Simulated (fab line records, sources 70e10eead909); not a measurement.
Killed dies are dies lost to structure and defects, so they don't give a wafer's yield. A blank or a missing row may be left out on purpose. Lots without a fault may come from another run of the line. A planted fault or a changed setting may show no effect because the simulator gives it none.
Which tool did it? | flow nand_harc | 12 lots, 36 wafers sampled, at 1 step of a route of 1159

WHAT THE GAUGES READ, wafer by wafer
NHARC_A_CHANNEL_HOLE_D1_CD_MEAS_30.
lot  | measured     | on        | cd_nm (nm)
L074 | day 8 15:17  | cd_sem-03 | 88.5 88.2 88.7
L076 | day 9 07:53  | cd_sem-01 | 89.0 90.1 86.4
L080 | day 9 17:13  | cd_sem-03 | 89.9 87.8 88.0
L081 | day 10 09:40 | cd_sem-02 | 90.0 90.4 90.8
L082 | day 10 14:02 | cd_sem-03 | 90.3 89.8 89.4
L085 | day 11 02:40 | cd_sem-02 | 87.4 91.2 87.9
L086 | day 11 11:41 | cd_sem-02 | 92.6 89.3 91.1
L090 | day 12 08:26 | cd_sem-01 | 89.3 88.6 87.8
L091 | day 12 17:35 | cd_sem-02 | 87.3 89.2 88.8
L094 | day 13 11:19 | cd_sem-01 | 90.0 90.1 90.7
L095 | day 13 16:22 | cd_sem-02 | 91.6 89.2 92.6
L097 | day 14 15:32 | cd_sem-03 | 89.0 90.1 89.8

WHICH TOOL RAN EACH LOT (tool, then ch and the chambers of the sampled wafers, then the start)
The record holds no process step before these readings.

THE ANSWER, worked out from the rows above alone
Rule: what is usual is taken from the lots themselves. Put in order of their means at a reading, lots are off if they are a third of the lots or fewer, leave a main group of 4 or more, and stand apart from it by a gap of 3 or more times the standard deviation of the main group's means; of several such gaps the widest counts. A main group whose means are all the same, to the digits that the tables above print for the reading, isn't used. A lot without any number at a reading at which 4 lots or more have one is off too. The other lots that the step has rows for count as sound.
No lot is off at any reading shown: from this, nothing can be told.

WHAT THE SIMULATOR HAD PUT IN
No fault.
